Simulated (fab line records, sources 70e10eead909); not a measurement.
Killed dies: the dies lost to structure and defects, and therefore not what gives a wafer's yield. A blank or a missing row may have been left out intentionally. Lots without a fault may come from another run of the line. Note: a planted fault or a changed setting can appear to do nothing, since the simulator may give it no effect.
What tool caused it? + flow nand-harc + 7 lots with 19 wafers sampled at 2 steps, on a route of 1302 steps

## WHAT THE GAUGES SHOWED, per wafer
NHARC_A_ONON_D2_THK_MEAS_18: measures by ellipsometry.
| lot  | measured     | on            | thk-nm (nm)    |
|------|--------------|---------------|----------------|
| L150 | day 13 07:19 | film-metro-01 | 991 991 990    |
| L153 | day 14 10:41 | film-metro-01 | 1001 1001 1001 |
| L156 | day 15 20:08 | film-metro-02 | 1013 1014 1015 |
| L159 | day 16 17:07 | film-metro-01 | 1010 1010 1010 |
| L160 | day 17 06:12 | film-metro-02 | 993 993 994    |
| L165 | day 19 08:53 | film-metro-02 | 717 1015       |
| L168 | day 20 16:26 | film-metro-01 | 708 1001       |

## WHAT TOOL EACH LOT RAN ON (gives the tool, then ch and the chambers of the sampled wafers, and finally the start)
| lot  | NHARC_A_ONON_D2_DEP_16           |
|------|----------------------------------|
| L150 | pecvd-onon-02 ch 0, day 13 06:49 |
| L153 | pecvd-onon-02 ch 0, day 14 10:22 |
| L156 | pecvd-onon-03 ch 0, day 15 19:40 |
| L159 | pecvd-onon-03 ch 0, day 16 16:36 |
| L160 | pecvd-onon-03 ch 0, day 17 05:41 |
| L165 | pecvd-onon-02 ch 0, day 19 08:23 |
| L168 | pecvd-onon-02 ch 0, day 20 16:10 |
- NHARC_A_ONON_D2_DEP_16: target thk 1000 nm.

## THE ANSWER, worked out from the rows above alone
Rule: the usual values come from the lots themselves. The widest of any qualifying gaps counts: lots, ordered by their means at a reading, are off when they make up no more than a third of the lots, leave a main group of 4 or more, and stand apart from it by 3 or more times the standard deviation of that group's means. If all means in a main group match to the digits the tables above print for the reading, that group is not used. A lot without any number at a reading at which 4 lots or more have one is off too. All remaining lots with rows at the step are treated as sound.
Off, at NHARC_A_ONON_D2_THK_MEAS_18 on thk-nm: L165, L168. Mean 1002 nm and standard deviation 9.1 in the main group.
If a tool, at a process step before that reading, ran all the lots that are off and no sound lot after the first of them, it fits. Those tools and the gauges at NHARC_A_ONON_D2_THK_MEAS_18 are tried in the same way. One fits: pecvd-onon-02 at NHARC_A_ONON_D2_DEP_16. Its last sound lot is L153 (day 14 10:22), its first lot that is off L165 (day 19 08:23): a fault that began between those two fits.

## WHAT THE SIMULATOR HAD INSERTED
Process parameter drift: pecvd-onon-02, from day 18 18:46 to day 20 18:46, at NHARC_A_ONON_D2_DEP_16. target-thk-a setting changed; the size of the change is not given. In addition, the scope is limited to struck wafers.
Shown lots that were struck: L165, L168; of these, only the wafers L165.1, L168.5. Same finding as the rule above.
